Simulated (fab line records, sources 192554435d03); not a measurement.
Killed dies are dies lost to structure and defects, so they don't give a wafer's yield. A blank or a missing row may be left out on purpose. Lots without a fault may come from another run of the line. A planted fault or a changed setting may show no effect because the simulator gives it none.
Split-lot experiment | flow n5_finfet | 7 lots, 39 wafers read, on a route of 1938 steps

THE SPLIT
At N5_PASSIVATION_PECVD_53 (deposits SiO2 from TEOS/O2, target thk 800 nm, time 169.4 s), the setting time_s was moved away from the recipe's 169.4 s on 15 of the 39 wafers read, by -36.8% to +55.0%. The other wafers ran this setting at the recipe's value.

The reading is taken at the split's own step.

THE READING
SiO2_of_PASSIVATION_PECVD_53.thk_nm (the simulator's own value, which no gauge read), in nm, at N5_PASSIVATION_PECVD_53 (deposits SiO2 from TEOS/O2, target thk 800 nm, time 169.4 s). The file gives no usual value for it. The 24 wafers here that ran the recipe average 804.3 nm, standard deviation 13 nm.

wafer  | tool, chamber at the split | time_s as run, s | against the recipe | SiO2_of_PASSIVATION_PECVD_53.thk_nm, nm | against lot-mates on the recipe
L082.1 | pecvd-03, 0                | 262.6            | +55.0%             | 1223                                    | +402.5
L082.2 | pecvd-03, 1                | 169.4            | recipe             | 822.6                                   | -
L082.3 | pecvd-03, 2                | 262.6            | +55.0%             | 1237                                    | +416.5
L082.4 | pecvd-03, 1                | 169.4            | recipe             | 832.2                                   | -
L082.5 | pecvd-03, 0                | 262.6            | +55.0%             | 1256                                    | +435.5
L082.6 | pecvd-03, 2                | 169.4            | recipe             | 806.8                                   | -
L081.1 | pecvd-03, 1                | 169.4            | recipe             | 808.8                                   | -
L081.2 | pecvd-03, 2                | 169.4            | recipe             | 788.6                                   | -
L081.3 | pecvd-03, 0                | 169.4            | recipe             | 786.4                                   | -
L081.4 | pecvd-03, 1                | 169.4            | recipe             | 820.8                                   | -
L081.5 | pecvd-03, 2                | 169.4            | recipe             | 812.2                                   | -
L081.6 | pecvd-03, 0                | 169.4            | recipe             | 802.8                                   | -
L093.1 | pecvd-01, 2                | 208.5            | +23.1%             | 996.6                                   | +176.9
L093.2 | pecvd-01, 0                | 208.5            | +23.1%             | 977.8                                   | +158.1
L093.3 | pecvd-01, 1                | 169.4            | recipe             | 809.6                                   | -
L093.4 | pecvd-01, 2                | 169.4            | recipe             | 826.6                                   | -
L093.5 | pecvd-01, 0                | 208.5            | +23.1%             | 1000                                    | +180.3
L093.6 | pecvd-01, 1                | 169.4            | recipe             | 822.8                                   | -
L094.1 | pecvd-02, 2                | 169.4            | recipe             | 792                                     | -
L094.2 | pecvd-02, 0                | 210.5            | +24.3%             | 988.4                                   | +187.5
L094.3 | pecvd-02, 1                | 210.5            | +24.3%             | 985.4                                   | +184.5
L094.4 | pecvd-02, 1                | 169.4            | recipe             | 803                                     | -
L094.5 | pecvd-02, 2                | 169.4            | recipe             | 807.6                                   | -
L094.6 | pecvd-02, 0                | 210.5            | +24.3%             | 987.8                                   | +186.9
L095.1 | pecvd-01, 2                | 169.4            | recipe             | 798                                     | -
L095.2 | pecvd-01, 1                | 169.4            | recipe             | 789.2                                   | -
L095.3 | pecvd-01, 0                | 204.5            | +20.7%             | 946.6                                   | +148.4
L095.4 | pecvd-01, 0                | 204.5            | +20.7%             | 960.4                                   | +162.2
L095.5 | pecvd-01, 2                | 204.5            | +20.7%             | 962.4                                   | +164.2
L095.6 | pecvd-01, 1                | 169.4            | recipe             | 807.4                                   | -
L096.1 | pecvd-03, 0                | 169.4            | recipe             | 795.4                                   | -
L096.3 | pecvd-03, 1                | 169.4            | recipe             | 804.2                                   | -
L096.5 | pecvd-03, 2                | 169.4            | recipe             | 790.8                                   | -
L097.1 | pecvd-02, 0                | 169.4            | recipe             | 783                                     | -
L097.2 | pecvd-02, 2                | 169.4            | recipe             | 794.4                                   | -
L097.3 | pecvd-02, 1                | 107              | -36.8%             | 498.8                                   | -293.1
L097.4 | pecvd-02, 1                | 169.4            | recipe             | 798.4                                   | -
L097.5 | pecvd-02, 2                | 107              | -36.8%             | 513.6                                   | -278.3
L097.6 | pecvd-02, 0                | 107              | -36.8%             | 506.4                                   | -285.5

THE FIT
A straight line over all 39 wafers: SiO2_of_PASSIVATION_PECVD_53.thk_nm changes by +7.91 nm for each +1% of time_s; r = +1.00; the points scatter about the line by 13 nm.
The same after taking each lot's own level away (the mean of its wafers on the recipe; 39 wafers): +7.64 nm for each +1%; r = +1.00; scatter 9.2 nm.
On that fit, the largest move of time_s shifts the reading by 4.2e+02 nm.
The lots' own levels span 791.93 to 820.53 nm, that is 2.2 times the standard deviation above.
So the lot-to-lot level changes the slope little: the two slopes agree.
Check: with one of the wafers moved furthest among these (+55.0%) left out of the fit, the line predicts +423 nm for it against its lot-mates. It came out at +402 nm against them.

OTHER SPLITS ON THESE WAFERS
These wafers also went through other splits before the reading. Each is held against what the fit with the lots' levels taken away leaves over:
other split on the same wafers      | wafers away from the commonest value | r with SiO2_of_PASSIVATION_PECVD_53.thk_nm (lot level and that fit taken away)
N5_BEOL_M14_SPUTTER_43 target_thk_a | 15                                   | +0.19

THE FILE'S OWN FIT
SiO2_of_PASSIVATION_PECVD_53.thk_nm changes by +7.63 nm for each +1% of time_s, r = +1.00.
